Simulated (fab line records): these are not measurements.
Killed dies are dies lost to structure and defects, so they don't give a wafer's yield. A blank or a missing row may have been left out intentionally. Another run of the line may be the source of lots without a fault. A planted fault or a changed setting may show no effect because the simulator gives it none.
Matching of chambers	flow n5-finfet	cmp-04 running N5_BEOL_M11_CMP_52: 4 sister chambers
The step polishes, stops on SiCOH lowk, t overpolish 7 s, target thk 140 nm. 18 wafers are shown with their chamber, then 9 later ones without.

## WAFERS, EACH WITH ITS CHAMBER
wafer	chamber	time-to-endpoint-s (s)	motor-current-A (A)	barrier-field-endpoint-s (s)
L075.2	1	64	5.9	28.3
L075.5	1	62	5.9	29.0
L075.6	2	63	6.0	28.9
L078.1	3	68	6.1	29.3
L078.4	1	61	5.9	28.8
L078.6	0	66	6.1	28.4
L083.3	3	70	6.0	30.8
L083.4	2	59	6.3	27.8
L083.6	2	63	6.1	27.8
L085.2	2	61	6.5	28.4
L085.3	3	72	6.5	28.8
L085.6	0	68	6.0	29.7
L084.1	1	61	6.1	28.8
L084.3	2	63	6.6	29.0
L084.4	3	69	6.1	28.7
L086.2	2	62	6.3	26.2
L086.3	0	71	6.0	28.8
L086.6	3	74	6.1	29.6

SIGNATURES (averages over the wafers above)
reading	chamber 0	chamber 1	chamber 2	chamber 3	scatter within a chamber
time-to-endpoint-s	68.33	62.00	61.83	70.60	1.98
motor-current-A	6.033	5.950	6.300	6.160	0.179
barrier-field-endpoint-s	28.967	28.725	28.017	29.440	0.815
Rule: distance of a wafer from a chamber = root of the sum over the readings of ((wafer's reading minus chamber's mean) / reading's scatter) squared. If the next closest chamber is less than 2 further off than the closest, the wafer can't be placed; otherwise it belongs to the closest. The scatter is the square root of a quotient: the sum, over the shown wafers, of each reading's squared deviation from its chamber's mean, divided by wafers minus chambers.

## WAFERS WITH NO CHAMBER GIVEN
wafer	time-to-endpoint-s (s)	motor-current-A (A)	barrier-field-endpoint-s (s)
L091.3	64	6.4	27.7
L091.4	67	6.3	28.9
L091.6	61	6.2	28.9
L094.1	64	6.1	28.3
L094.4	71	6.4	29.2
L094.6	62	6.6	28.2
L097.2	63	6.0	27.6
L097.5	73	6.4	30.6
L097.6	71	6.3	29.0

## CHAMBER TAKEN BY EACH
wafer	from the rows above	in truth
L091.3	can't be placed: 2 or 1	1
L091.4	can't be placed: 0 or 3 or 2 or 1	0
L091.6	can't be placed: 2 or 1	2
L094.1	can't be placed: 1 or 2 or 0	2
L094.4	can't be placed: 3 or 0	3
L094.6	can't be placed: 2 or 1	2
L097.2	can't be placed: 1 or 2 or 0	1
L097.5	can't be placed: 3 or 0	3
L097.6	can't be placed: 3 or 0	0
Placed correctly: 0 of 9. From these rows, 9 cannot be placed; in 9 the true chamber is one of the candidates. Wrongly placed: 0.
